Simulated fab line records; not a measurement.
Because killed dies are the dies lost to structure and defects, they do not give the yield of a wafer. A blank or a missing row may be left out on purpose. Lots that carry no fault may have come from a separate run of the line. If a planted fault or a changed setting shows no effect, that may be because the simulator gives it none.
Comparing a struck lot with a sound one    flow nandHarc    13 steps out of a route of 1159
Sound: wafers L653.2, L653.4, L653.6. The struck wafers were L648.2, L648.4, L648.6. The cause is given at the end.
Order at every step that has rows: each side's tool, ch and its chambers, its first start. Under that, the readings that differ: sound wafers    struck wafers    difference of the means    sigmas: that difference in standard deviations of wafers without a fault.
alike: same words and numbers on both sides, and readings whose means sit less than 2 such deviations apart. not compared: any withheld reading, any reading some wafer has no value for, any bound like >300 that may hide the same value, and any number with overlapping values for which the record gives no deviation.
A row with sigmas, a row that says differs or no value, or rows on one side alone: a step with any of these is where the two part. Non-overlapping numbers with no deviation appear without sigmas and do not part them. Lack of a reading on every wafer of one side parts them only where that side has two or more wafers.

NHARC_A_CHANNEL_FILL_D1_ETCHBACK_20: etches the open film in C4F8/O2/Ar, target depth 27 nm, time 13.5 s.
  sound on rieDiel-10 ch 1,2,3, day 13 16:09; struck on rieDiel-10 ch 1,2,3, day 12 20:49
  alike: chamberPressureMTorr, oesProductAu, rfVppV
  not compared: rfHoursCounterH
NHARC_A_CHANNEL_FILL_D1_STRIP_28: strips in O2, time 20 s.
  sound on rieDiel-10 ch 1,2,3, day 13 16:15; struck on rieDiel-10 ch 0,2,3, day 12 20:54
  alike: chamberPressureMTorr, drypumpMotorCurrentA, oesProductAu, rfVppV, showerheadPlenumPTorr, throttleValvePct
  not compared: rfHoursCounterH
then, 4 steps without rows for these wafers: NHARC_A_CHANNEL_FILL_D1_PRECLEAN_21 (cleans in dHF, time 30 s); NHARC_A_CHANNEL_FILL_D1_SRD_23; NHARC_A_CHANNEL_FILL_D1_CVD_05 (deposits poly-Si, target thk 5 nm); NHARC_A_CHANNEL_FILL_D1_ANNEAL_22 (time 7200 s).
NHARC_A_CHANNEL_FILL_D1_ALD_25: deposits SiOx, target thk 60 nm, pulse time 10 s, ald cycles 600.
  sound on aldHk-03 ch 1,2, day 14 04:30; struck on aldHk-01 ch 0,1,2, day 13 09:51
  alike: heaterPowerW, precursorPulseHeightRel
NHARC_A_CHANNEL_FILL_D1_ETCHBACK_08: etches the open film in C4F8, target depth 220 nm, time 110 s.
  sound: rieDiel-10 ch 0,1,2; struck: rieDiel-11 ch 0,2
  alike: chamberPressureMTorr, oesProductAu, rfVppV
  not compared: rfHoursCounterH
NHARC_A_CHANNEL_FILL_D1_STRIP_29: strips in O2, time 20 s.
  sound: rieDiel-10 ch 1,2; struck: rieDiel-11 ch 2,3
  alike: chamberPressureMTorr, drypumpMotorCurrentA, oesProductAu, rfVppV, showerheadPlenumPTorr, throttleValvePct
  not compared: rfHoursCounterH
then, 2 steps without rows for these wafers: NHARC_A_CHANNEL_FILL_D1_PRECLEAN_30 (cleans in dHF, time 30 s); NHARC_A_CHANNEL_FILL_D1_SRD_31.
NHARC_A_CHANNEL_FILL_D1_CVD_09: deposits poly-Si, target thk 150 nm, time 3000 s.
  struck on lpcvdPoly-02, day 13 16:43; sound on lpcvdPoly-02 ch 0, day 14 11:59
  no value came back on the struck wafers for any of 5 readings (pressureMtorr (mTorr), runLengthS (s) and others); on the sound wafers pressureMtorr (mTorr) reads 199.3 199.5 199.9
NHARC_A_CHANNEL_FILL_D1_CMP_10: polishes, target thk 150 nm.
  sound on cmp-04 ch 1,2,3, day 14 15:11; struck on cmp-03 ch 0,3, day 13 19:56
  alike: motorCurrentA, slurryFilterDpKPa, timeToEndpointS

## WHERE THEY PART
Only at NHARC_A_CHANNEL_FILL_D1_CVD_09, as far as this record shows. Later steps at which nothing parts them and some readings are alike: NHARC_A_CHANNEL_FILL_D1_CMP_10.

WHY: the cause the simulator had injected
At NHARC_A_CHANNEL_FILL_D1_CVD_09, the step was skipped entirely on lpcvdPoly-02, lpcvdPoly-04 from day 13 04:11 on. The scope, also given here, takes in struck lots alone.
